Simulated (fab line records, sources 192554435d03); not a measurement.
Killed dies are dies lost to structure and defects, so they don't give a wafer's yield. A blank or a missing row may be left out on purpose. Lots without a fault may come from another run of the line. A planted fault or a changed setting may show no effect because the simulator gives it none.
Chamber matching | flow n5_finfet | N5_HKMG_FIN_ETCH_67 on rie_diel-06: 4 sister chambers
The step etches SOC in N2/H2, stops on TiN, target depth 388.9 nm. 4 wafers are shown with their chamber, then 8 later ones without.

WAFERS WITH THEIR CHAMBER
wafer  | chamber | drypump_motor_current_A (A)
L083.5 | 3       | 6.7
L087.2 | 2       | 5.4
L087.4 | 0       | 5.2
L088.2 | 1       | 4.8

WAFERS WITHOUT THEIR CHAMBER
wafer  | drypump_motor_current_A (A)
L088.5 | 4.9
L088.6 | 5.4
L089.2 | 5.2
L089.3 | 5.3
L089.6 | 5.2
L096.2 | 5.2
L096.4 | 6.7
L096.6 | 5.2

WHICH CHAMBER EACH WENT THROUGH
wafer  | from the rows above     | in truth
L088.5 | 1                       | 1
L088.6 | 2                       | 2
L089.2 | 0                       | 0
L089.3 | can't be placed: 0 or 2 | 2
L089.6 | 0                       | 0
L096.2 | 0                       | 0
L096.4 | 3                       | 3
L096.6 | 0                       | 0
Placed correctly: 7 of 8. Can't be placed from these rows: 1 (the true chamber is among the candidates in 1). Placed wrongly: 0.
How it was worked out, from the rows above alone: a wafer's distance from a chamber is the root of the sum, over the readings, of the square of ((its reading less the chamber's mean) divided by the reading's scatter). The wafer belongs to the nearest chamber; if the next one is less than 2 further off, it can't be placed. A chamber's mean is the mean of its shown wafers. The scatter: with one shown wafer a chamber, the root of the mean of the squares of how far each hidden wafer lies from its nearest shown one.
